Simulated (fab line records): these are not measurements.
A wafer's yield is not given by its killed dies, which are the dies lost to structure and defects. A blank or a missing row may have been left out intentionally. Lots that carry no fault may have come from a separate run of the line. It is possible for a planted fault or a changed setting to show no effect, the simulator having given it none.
fab line records -- flow nand_harc
record lots=14, wafers=42, last_day=33
route steps=1302 shown P_M0@267 P_M1@292
lots untouched by any fault: they come from a run of this same line in which no faults occurred
start_h: the number of hours between the record's first day and the start of the first shown wafer of the lot -- wait_h: hours elapsed since this lot's preceding step -- " same as the row above -- L1.1+2: a row that stands for several wafers -- - no value present, or no start provided -- * or withheld: withheld -- < > ~ a bound
route shown NAME@n: a module of which the file shows steps, and the number in the route of the first -- usual: mean/standard deviation taken from wafers without a fault -- same: alike in all rows -- chamber/n: place in a boat -- sites: per-site readings -- _std_site: standard deviation across them -- _edge_site: outer sites' mean less inner sites' -- radius_mm: how far each site lies from the wafer's centre -- mask NAME#n: copy n -- behind: tool/chamber where the wafer was last shaped -- hold: the reason the lot was held/the length of the hold in hours/how it ended -- device: the transistor (n, p or np) that didn't switch -- end of line: the route-end tests of the same wafers -- for a step that has no rows: nothing shown but its recipe -- killed: count of dies lost to structure and defects at first sort (not the wafer's yield) -- map: dies across one wafer; x = killed, . = not, _ = none there
set.NAME: the setting the step ran with; set.NAME@STEP: the setting that earlier step ran with -- model.NAME: the simulator's own value behind a step, which no gauge read
a sample of lots followed through the steps of the route, with each step as a table and each wafer as a row
services: a tool's chamber out of use, with start hour (start_h, from the record's first day; less than 0 if before it), hours out, and reason
## steps
# step NHARC_P_M0_ETCH_34
# recipe target_depth_a=400, overetch_a=120, time_s=43.94, ion_energy_ev=200, n2_flow_sccm=150, h2_flow_sccm=150, ar_flow_sccm=0, rf_w=400, bias_w=150, chemistry=N2/H2
# usual drypump_motor_current_A=5.9/0.37, oes_product_au=1.002/0.009, rf_vpp_V=430.4/2.2, showerhead_plenum_p_Torr=2.03/0.075, throttle_valve_pct=14.172/0.0094
lot.wafer,tool,chamber,start_h,wait_h,drypump_motor_current_A,oes_product_au,rf_hours_counter_h,rf_vpp_V,showerhead_plenum_p_Torr,throttle_valve_pct
L278.4,rie_diel-04,2,134.39,0.1,6.2,0.998,18,433.4,2.12,14.181
L278.2,rie_diel-04,3,134.39,0.1,5.5,0.997,18,430.7,2.10,14.167
L278.5,rie_diel-04,2,134.39,0.1,6.3,0.995,-,432.9,2.12,14.172
L280.4,rie_diel-02,2,154.34,0.1,6.0,1.023,27,427.3,1.94,14.172
L280.1,rie_diel-02,3,154.34,0.1,6.1,1.004,34,430.7,2.05,14.174
L280.6,rie_diel-02,1,154.34,0.1,6.0,0.996,-,427.7,1.99,14.164
L283.4,rie_diel-03,1,184.81,0.1,5.6,1.002,24,432.1,2.13,14.163
L283.2,rie_diel-03,2,184.81,0.1,6.6,1.000,25,427.4,1.92,14.168
L283.5,rie_diel-03,1,184.81,0.1,5.6,1.008,-,433.3,2.13,14.162
L284.4,rie_diel-02,3,190.98,0.1,6.1,0.991,51,431.5,2.05,14.175
L284.2,rie_diel-02,1,190.98,0.1,6.0,0.991,42,428.8,1.99,14.164
L284.5,rie_diel-02,0,190.98,0.1,5.6,1.005,-,432.2,2.11,14.153
L285.3,rie_diel-02,0,203.86,0.1,5.6,1.005,46,432.3,2.11,14.175
L285.4,rie_diel-02,1,203.86,0.1,6.0,0.989,45,430.2,1.99,14.182
L285.1,rie_diel-02,2,203.86,0.1,6.0,1.008,46,428.4,1.94,14.164
L290.4,rie_diel-03,3,247.26,0.1,6.4,1.020,45,431.2,2.06,14.180
L290.2,rie_diel-03,0,247.26,0.1,5.7,1.011,46,432.4,2.09,14.184
L290.6,rie_diel-03,2,247.26,0.1,6.7,1.009,-,427.0,1.91,14.163
L292.3,rie_diel-04,0,269.46,0.1,5.6,0.989,12,425.9,1.93,14.170
L292.4,rie_diel-04,1,269.46,0.1,5.6,0.989,12,429.4,2.00,14.177
L292.6,rie_diel-04,3,269.46,0.1,5.5,1.005,-,432.4,2.09,14.159
L293.4,rie_diel-02,2,284.41,0.3,6.0,0.996,22,426.9,1.93,14.177
L293.6,rie_diel-02,3,284.41,0.3,6.1,0.995,-,430.8,2.04,14.172
L293.5,rie_diel-02,0,284.41,0.3,5.6,0.998,-,432.0,2.10,14.177
L294.1,rie_diel-03,2,295.72,0.1,6.6,0.992,2,427.3,1.91,14.185
L294.3,rie_diel-03,1,295.72,0.1,5.6,1.014,1,431.8,2.12,14.157
L294.5,rie_diel-03,3,295.72,0.1,6.3,0.996,-,431.9,2.05,14.181
L295.1,rie_diel-04,1,296.52,0.1,5.6,0.998,17,429.8,2.00,14.197
L295.4,rie_diel-04,2,296.52,0.1,6.2,1.012,14,433.4,2.11,14.174
L295.5,rie_diel-04,1,296.52,0.1,5.6,0.999,-,429.2,2.00,14.173
L296.4,rie_diel-02,1,310.77,0.1,5.9,0.993,33,428.0,1.97,14.184
L296.2,rie_diel-02,3,310.77,0.1,6.2,0.999,32,429.7,2.03,14.163
L296.5,rie_diel-02,2,310.77,0.1,6.0,1.009,-,426.7,1.92,14.171
L297.4,rie_diel-03,0,327.21,0.1,5.7,0.995,12,430.9,2.08,14.174
L297.2,rie_diel-03,1,327.21,0.1,5.6,0.993,11,432.4,2.12,14.171
L297.5,rie_diel-03,1,327.21,0.1,5.6,0.991,-,432.0,2.12,14.176
L298.4,rie_diel-03,0,330.00,0.1,5.7,0.987,13,430.3,2.08,14.169
L298.6,rie_diel-03,0,330.00,0.1,5.7,0.997,-,432.6,2.08,14.164
L298.5,rie_diel-03,1,330.00,0.1,5.6,1.007,-,432.4,2.12,14.168
L299.2,rie_diel-03,0,340.65,0.1,5.7,0.984,15,431.7,2.08,14.158
L299.4,rie_diel-03,3,340.65,0.1,6.3,0.999,18,431.7,2.05,14.195
L299.5,rie_diel-03,0,340.65,0.1,5.7,0.984,-,430.3,2.08,14.166
# step NHARC_P_M0_STRIP_18
# recipe power_w=1000, n2_flow_sccm=150, h2_flow_sccm=150, ar_flow_sccm=0, bias_w=0, chemistry=N2/H2
# usual drypump_motor_current_A=5.8/0.35, oes_product_au=1.002/0.0077, rf_vpp_V=90.5/0.93, showerhead_plenum_p_Torr=2.03/0.074, throttle_valve_pct=14.172/0.009
lot.wafer,tool,chamber,start_h,wait_h,drypump_motor_current_A,oes_product_au,rf_hours_counter_h,rf_vpp_V,showerhead_plenum_p_Torr,throttle_valve_pct
L278.2,rie_diel-04,3,134.73,0.1,5.5,0.999,18,90.5,2.10,14.161
L278.4,rie_diel-04,0,134.73,0.1,5.6,1.016,21,90.0,1.93,14.170
L278.5,rie_diel-04,1,134.73,0.1,5.6,0.998,-,90.8,2.00,14.173
L280.4,rie_diel-03,0,154.65,0.1,5.7,0.998,12,90.5,2.10,14.180
L280.1,rie_diel-03,2,154.65,0.1,6.6,1.003,15,89.9,1.93,14.167
L280.6,rie_diel-03,0,154.65,0.1,5.7,0.999,-,89.1,2.10,14.169
L283.4,rie_diel-02,3,185.15,0.1,6.1,0.993,47,90.0,2.05,14.154
L283.2,rie_diel-02,0,185.15,0.1,5.7,1.003,42,91.3,2.11,14.167
L283.5,rie_diel-02,1,185.15,0.1,6.0,1.004,-,91.3,1.99,14.179
L284.4,rie_diel-04,1,191.26,0.1,5.6,1.014,0,89.8,2.00,14.176
L284.2,rie_diel-04,2,191.26,0.1,6.3,0.991,0,91.6,2.12,14.184
L284.5,rie_diel-04,2,191.26,0.1,6.3,1.005,-,91.0,2.12,14.175
L285.3,rie_diel-04,3,204.19,0.1,5.5,1.003,2,91.8,2.09,14.172
L285.1,rie_diel-04,0,204.19,0.1,5.6,0.997,2,88.6,1.93,14.163
L285.4,rie_diel-04,2,204.19,0.1,6.3,0.993,2,90.8,2.12,14.165
L290.2,rie_diel-04,3,247.54,0.1,5.5,0.999,10,91.1,2.09,14.162
L290.4,rie_diel-04,1,247.54,0.1,5.7,0.992,9,89.4,2.00,14.173
L290.6,rie_diel-04,0,247.54,0.1,5.6,1.001,-,90.1,1.93,14.161
L292.4,rie_diel-04,3,269.79,0.1,5.5,0.998,11,90.2,2.09,14.175
L292.3,rie_diel-04,0,269.79,0.1,5.6,1.004,12,90.4,1.93,14.171
L292.6,rie_diel-04,1,269.79,0.1,5.6,0.990,-,89.7,2.00,14.173
L293.4,rie_diel-02,0,284.83,0.1,5.6,1.003,29,90.8,2.10,14.169
L293.5,rie_diel-02,3,284.83,0.1,6.1,1.009,-,88.9,2.04,14.181
L293.6,rie_diel-02,0,284.83,0.1,5.6,1.005,-,91.2,2.10,14.166
L294.3,rie_diel-03,1,296.01,0.1,5.6,1.008,2,90.9,2.12,14.176
L294.1,rie_diel-03,0,296.01,0.1,5.7,1.007,2,91.5,2.08,14.174
L294.5,rie_diel-03,2,296.01,0.1,6.6,0.994,-,88.8,1.91,14.194
L295.1,rie_diel-03,2,296.81,0.1,6.6,0.988,2,90.5,1.91,14.180
L295.4,rie_diel-03,3,296.81,0.1,6.3,1.005,2,91.2,2.05,14.176
L295.5,rie_diel-03,2,296.81,0.1,6.6,1.001,-,89.0,1.91,14.167
L296.2,rie_diel-04,0,311.10,0.1,5.6,1.011,19,90.9,1.93,14.164
L296.4,rie_diel-04,1,311.10,0.1,5.6,0.995,20,90.3,1.99,14.174
L296.5,rie_diel-04,3,311.10,0.1,5.5,1.009,-,91.0,2.09,14.165
L297.2,rie_diel-02,1,327.50,0.1,5.9,0.989,38,91.7,1.97,14.190
L297.4,rie_diel-02,2,327.50,0.1,6.0,0.998,36,90.5,1.92,14.175
L297.5,rie_diel-02,2,327.50,0.1,6.0,1.005,-,89.3,1.92,14.185
L298.4,rie_diel-02,2,330.34,0.1,6.0,1.007,37,89.8,1.92,14.172
L298.6,rie_diel-02,0,330.34,0.1,5.6,0.997,-,90.9,2.09,14.170
L298.5,rie_diel-02,1,330.34,0.1,6.0,1.006,-,91.4,1.97,14.167
L299.2,rie_diel-03,3,341.01,0.1,6.3,0.987,18,89.5,2.05,14.169
L299.4,rie_diel-03,0,341.01,0.1,5.6,0.992,-,91.5,2.08,14.153
L299.5,rie_diel-03,1,341.01,0.1,5.6,1.008,-,91.5,2.11,14.175
# step NHARC_P_M0_ANNEAL_30
# recipe temp_c=225, time_s=90
# usual wafer_temp_C_max=226.4/0.39
lot.wafer,tool,chamber,start_h,wait_h,wafer_temp_C_max
L278.2,rtp_anneal-02,0,136.01,-,226.9
L278.4,rtp_anneal-02,0,136.01,-,226.7
L278.5,rtp_anneal-02,0,136.01,-,227.0
L280.1,rtp_anneal-01,0,155.92,0.3,225.9
L280.4,rtp_anneal-01,0,155.92,0.3,226.2
L280.6,rtp_anneal-01,0,155.92,0.3,226.0
L283.2,rtp_anneal-01,0,186.45,0.4,226.0
L283.4,rtp_anneal-01,0,186.45,0.4,226.2
L283.5,rtp_anneal-01,0,186.45,0.4,226.0
L284.2,rtp_anneal-02,0,192.60,0.3,226.3
L284.4,rtp_anneal-02,0,192.60,0.3,226.6
L284.5,rtp_anneal-02,0,192.60,0.3,226.8
L285.1,rtp_anneal-02,0,205.58,0.3,226.4
L285.3,rtp_anneal-02,0,205.58,0.3,226.7
L285.4,rtp_anneal-02,0,205.58,0.3,227.0
L290.2,rtp_anneal-01,0,248.87,0.3,226.1
L290.4,rtp_anneal-01,0,248.87,0.3,226.3
L290.6,rtp_anneal-01,0,248.87,0.3,226.5
L292.3,rtp_anneal-02,0,271.12,0.3,226.8
L292.4,rtp_anneal-02,0,271.12,0.3,226.8
L292.6,rtp_anneal-02,0,271.12,0.3,226.3
L293.4,rtp_anneal-01,0,286.24,-,226.0
L293.5,rtp_anneal-01,0,286.24,-,226.3
L293.6,rtp_anneal-01,0,286.24,-,226.1
L294.1,rtp_anneal-01,0,297.44,0.5,225.9
L294.3,rtp_anneal-01,0,297.44,0.5,226.1
L294.5,rtp_anneal-01,0,297.44,0.5,226.1
L295.1,rtp_anneal-02,0,298.10,-,226.4
L295.4,rtp_anneal-02,0,298.10,-,226.4
L295.5,rtp_anneal-02,0,298.10,-,226.8
L296.2,rtp_anneal-02,0,312.41,0.3,226.5
L296.4,rtp_anneal-02,0,312.41,0.3,226.4
L296.5,rtp_anneal-02,0,312.41,0.3,225.8
L297.2,rtp_anneal-02,0,328.84,0.4,226.5
L297.4,rtp_anneal-02,0,328.84,0.4,226.5
L297.5,rtp_anneal-02,0,328.84,0.4,227.1
L298.4,rtp_anneal-01,0,331.77,0.3,225.9
L298.5,rtp_anneal-01,0,331.77,0.3,226.1
L298.6,rtp_anneal-01,0,331.77,0.3,226.0
L299.2,rtp_anneal-02,0,342.37,-,227.0
L299.4,rtp_anneal-02,0,342.37,-,226.5
L299.5,rtp_anneal-02,0,342.37,-,226.7
# step NHARC_P_M1_EXPOSE_06
# recipe na=1.35, target_cd_nm=130, dose_mj=81.88, mask_id=P_M1
# usual exposure_dose_mJ_cm2=81.82/0.096, focus_offset_nm=0.1/0.55
lot.wafer,tool,chamber,start_h,wait_h,mask,exposure_dose_mJ_cm2,focus_offset_nm
L278.2,arfi_scanner-03,0,138.02,-,P_M1#0,81.81,-0.3
L278.4,arfi_scanner-03,0,138.02,-,P_M1#0,81.79,0.3
L278.5,arfi_scanner-03,0,138.02,-,P_M1#0,81.80,0.7
L280.1,arfi_scanner-02,0,158.15,-,P_M1#0,81.77,0.8
L280.4,arfi_scanner-02,0,158.15,-,P_M1#0,81.73,0.2
L280.6,arfi_scanner-02,0,158.15,-,P_M1#0,81.66,0.3
L283.2,arfi_scanner-02,0,188.48,-,P_M1#0,81.92,0.4
L283.4,arfi_scanner-02,0,188.48,-,P_M1#0,81.74,-0.3
L283.5,arfi_scanner-02,0,188.48,-,P_M1#0,81.83,-0.4
L284.2,arfi_scanner-03,-,194.63,-,P_M1#0,-,-
L284.4,arfi_scanner-03,-,194.63,-,P_M1#0,-,-
L284.5,arfi_scanner-03,-,194.63,-,P_M1#0,-,-
L285.1,arfi_scanner-03,-,207.50,-,P_M1#0,-,-
L285.3,arfi_scanner-03,-,207.50,-,P_M1#0,-,-
L285.4,arfi_scanner-03,-,207.50,-,P_M1#0,-,-
L290.2,arfi_scanner-03,0,250.87,-,P_M1#0,81.84,0.6
L290.4,arfi_scanner-03,0,250.87,-,P_M1#0,81.76,-0.4
L290.6,arfi_scanner-03,0,250.87,-,P_M1#0,81.77,-0.8
L292.3,arfi_scanner-03,0,273.10,-,P_M1#0,81.74,-1.1
L292.4,arfi_scanner-03,0,273.10,-,P_M1#0,81.66,0.4
L292.6,arfi_scanner-03,0,273.10,-,P_M1#0,81.74,0.6
L293.4,arfi_scanner-03,0,288.05,-,P_M1#0,81.75,0.8
L293.5,arfi_scanner-03,0,288.05,-,P_M1#0,82.05,0.0
L293.6,arfi_scanner-03,0,288.05,-,P_M1#0,81.95,0.0
L294.1,arfi_scanner-01,0,299.50,-,P_M1#0,81.76,-0.1
L294.3,arfi_scanner-01,0,299.50,-,P_M1#0,81.77,0.0
L294.5,arfi_scanner-01,0,299.50,-,P_M1#0,81.71,-0.3
L295.1,arfi_scanner-02,0,300.16,-,P_M1#0,81.85,-0.4
L295.4,arfi_scanner-02,0,300.16,-,P_M1#0,81.95,-0.6
L295.5,arfi_scanner-02,0,300.16,-,P_M1#0,81.91,-0.3
L296.2,arfi_scanner-01,0,314.48,-,P_M1#0,81.74,0.0
L296.4,arfi_scanner-01,0,314.48,-,P_M1#0,81.70,0.9
L296.5,arfi_scanner-01,0,314.48,-,P_M1#0,81.72,0.5
L297.2,arfi_scanner-01,0,330.73,-,P_M1#0,82.00,-0.6
L297.4,arfi_scanner-01,0,330.73,-,P_M1#0,81.98,0.3
L297.5,arfi_scanner-01,0,330.73,-,P_M1#0,81.90,-0.9
L298.4,arfi_scanner-01,0,333.58,-,P_M1#0,81.83,0.5
L298.5,arfi_scanner-01,0,333.58,-,P_M1#0,81.94,-0.3
L298.6,arfi_scanner-01,0,333.58,-,P_M1#0,81.70,0.0
L299.2,arfi_scanner-03,0,344.67,-,P_M1#0,81.75,-1.0
L299.4,arfi_scanner-03,0,344.67,-,P_M1#0,81.77,0.1
L299.5,arfi_scanner-03,0,344.67,-,P_M1#0,81.85,-1.5
## services
tool,chamber,start_h,hours,kind
rie_diel-03,0,113.30,-,clean
rie_diel-03,0,113.30,-,consumable_replace:focus_ring
rie_diel-03,1,113.30,-,clean
rie_diel-03,2,113.30,-,clean
rie_diel-03,3,113.30,-,clean
arfi_scanner-02,-,140.00,4.0,pm
rie_diel-04,0,140.13,4.5,repair
arfi_scanner-03,-,170.99,0.2,repair
rie_diel-04,-,177.90,9.0,pm
arfi_scanner-02,-,178.71,0.4,repair
arfi_scanner-03,-,196.00,4.0,pm
rie_diel-04,2,205.48,14.0,repair
arfi_scanner-02,-,208.78,6.7,repair
rie_diel-03,1,214.80,2.8,repair
rie_diel-02,-,217.30,9.0,pm
rie_diel-02,-,233.59,0.1,repair
arfi_scanner-01,-,258.08,4.0,pm
rie_diel-02,-,260.06,1.2,repair
arfi_scanner-02,-,264.85,1.0,repair
rie_diel-03,-,281.30,9.0,pm
rie_diel-04,-,283.30,0.9,repair
arfi_scanner-02,-,312.00,4.0,pm
rie_diel-03,0,337.37,3.0,repair
rie_diel-03,2,340.82,2.7,repair
## key
first_sign step=NHARC_P_M1_EXPOSE_06, reading=tool_record, direction=missing
effect none on later readings
met_at NHARC_P_M1_EXPOSE_06
struck_lots L284,L285
later_rows_left_out L284.2,L284.4,L284.5,L285.1,L285.3,L285.4
sort_left_out L284.2,L284.4,L284.5,L285.1,L285.3,L285.4
not_acting_at NHARC_P_M0_ETCH_34,NHARC_P_M0_STRIP_18,NHARC_P_M0_ANNEAL_30
onset_between 138.02 194.63
fault kind=skipped_step_whole, tool=arfi_scanner-03, chamber=-, onset_h=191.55, steps=NHARC_P_M1_EXPOSE_06, scope=struck_lots_only
# sort_left_out: the simulated sort isn't trusted on such a fault, so these wafers' sort isn't shown, and their yield isn't known
# later_rows_left_out: the simulator's readings of these wafers behind a module that went badly wrong aren't trusted and aren't shown, but for the sort
